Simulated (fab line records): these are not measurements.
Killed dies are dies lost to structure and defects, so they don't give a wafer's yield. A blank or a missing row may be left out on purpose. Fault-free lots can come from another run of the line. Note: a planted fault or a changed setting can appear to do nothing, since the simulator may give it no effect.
Split-lot trial + flow n5-finfet + on a route of 1938 steps: 7 lots, 21 wafers read

THE SPLIT
At N5_BEOL_M15_ILD_DEP_00 (deposits SiO2 from TEOS/O2, target thk 1629.3 nm, time 346.1 s), the setting time-s was moved away from the recipe's 346.1 s on 3 of the 21 wafers read, by -11.4% to +5.2%. The other wafers ran this setting at the recipe's value.

No step appears in the file between the split and the reading.

THE READING
Values of M15_ILD_THK in nm from N5_BEOL_M15_THK_MEAS_01. On this fab line, fault-free wafers typically give 1632 nm with a standard deviation of 21 nm.

| wafer  | tool, chamber at the split | time-s as run, s | against the recipe | M15_ILD_THK, nm | against lot-mates on the recipe |
|--------|----------------------------|------------------|--------------------|-----------------|---------------------------------|
| L077.1 | pecvd-01, 2                | 346.1            | recipe             | 1641            | -                               |
| L077.2 | pecvd-01, 1                | 364.2            | +5.2%              | 1706            | +54                             |
| L077.6 | pecvd-01, 1                | 346.1            | recipe             | 1662            | -                               |
| L081.1 | pecvd-04, 0                | 306.8            | -11.4%             | 1412            | -250                            |
| L081.3 | pecvd-04, 1                | 306.8            | -11.4%             | 1460            | -202                            |
| L081.4 | pecvd-04, 2                | 346.1            | recipe             | 1662            | -                               |
| L084.1 | pecvd-04, 0                | 346.1            | recipe             | 1619            | -                               |
| L084.2 | pecvd-04, 2                | 346.1            | recipe             | 1644            | -                               |
| L084.5 | pecvd-04, 0                | 346.1            | recipe             | 1648            | -                               |
| L085.1 | pecvd-04, 1                | 346.1            | recipe             | 1638            | -                               |
| L085.3 | pecvd-04, 2                | 346.1            | recipe             | 1613            | -                               |
| L085.4 | pecvd-04, 1                | 346.1            | recipe             | 1666            | -                               |
| L088.2 | pecvd-04, 2                | 346.1            | recipe             | 1633            | -                               |
| L088.5 | pecvd-04, 0                | 346.1            | recipe             | 1624            | -                               |
| L088.6 | pecvd-04, 2                | 346.1            | recipe             | 1665            | -                               |
| L096.1 | pecvd-01, 0                | 346.1            | recipe             | 1625            | -                               |
| L096.3 | pecvd-01, 2                | 346.1            | recipe             | 1619            | -                               |
| L096.4 | pecvd-01, 2                | 346.1            | recipe             | 1636            | -                               |
| L097.1 | pecvd-04, 2                | 346.1            | recipe             | 1637            | -                               |
| L097.3 | pecvd-04, 0                | 346.1            | recipe             | 1579            | -                               |
| L097.6 | pecvd-04, 2                | 346.1            | recipe             | 1631            | -                               |

THE FIT
A straight line over all 21 wafers: M15_ILD_THK changes by +17.1 nm for each +1% of time-s; r = +0.94; the points scatter about the line by 22 nm.
The same after taking each lot's own level away (the mean of its wafers on the recipe; 21 wafers): +18.8 nm for each +1%; r = +0.96; scatter 21 nm.
On that fit, the largest move of time-s shifts the reading by 2.1e+02 nm.
From 1615.7 to 1662.0 nm: that is the span of the lots' own levels, equal to 2.2 times the standard deviation above.
Hence the lot-to-lot level has little effect on the slope; both slopes agree.
Check: -189 nm against its lot-mates is what the line predicts for one of the wafers moved furthest among these (-11.4%) when that wafer is left out of the fit. Against them it came out at -250 nm.

THESE WAFERS: OTHER SPLITS
Note: prior to the reading, these wafers also went through further splits. Each is held against what the fit with the lots' levels taken away leaves over:
| other split on the same wafers    | wafers away from the commonest value | r with M15_ILD_THK (lot level and that fit taken away) |
|-----------------------------------|--------------------------------------|--------------------------------------------------------|
| N5_BEOL_M13_TRENCH_ETCH_34 time-s | 6                                    | -0.24                                                  |
| N5_BEOL_M13_SPUTTER_43 time-s     | 6                                    | +0.26                                                  |
| N5_BEOL_M14_SPUTTER_43 time-s     | 7                                    | -0.04                                                  |

THE WHOLE CHAIN: every reading that the file lists as answering this split, in the file's order
| step                    | what it does                                                   | reading                                                                             | change (the file's fit)              | r (the file's) |
|-------------------------|----------------------------------------------------------------|-------------------------------------------------------------------------------------|--------------------------------------|----------------|
| N5_BEOL_M15_ILD_DEP_00  | deposits SiO2 from TEOS/O2, target thk 1629.3 nm, time 346.1 s | SiO2_of_BEOL_M15_ILD_DEP_00.thk-nm (the simulator's own value, which no gauge read) | +18.2 nm for each +1% of the setting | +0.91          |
| N5_BEOL_M15_THK_MEAS_01 |                                                                | M15_ILD_THK                                                                         | +18.2 for each +1% of the setting    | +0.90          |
| N5_BEOL_M15_VIA_ETCH_16 | etches SiO2 in C4F8/O2/Ar, target depth 1792.2 nm              | etch.depth-nm (the simulator's own value, which no gauge read)                      | +18.2 nm for each +1% of the setting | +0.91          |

THE FILE'S OWN FIT
M15_ILD_THK changes by +18.2 nm for each +1% of time-s, r = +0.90.
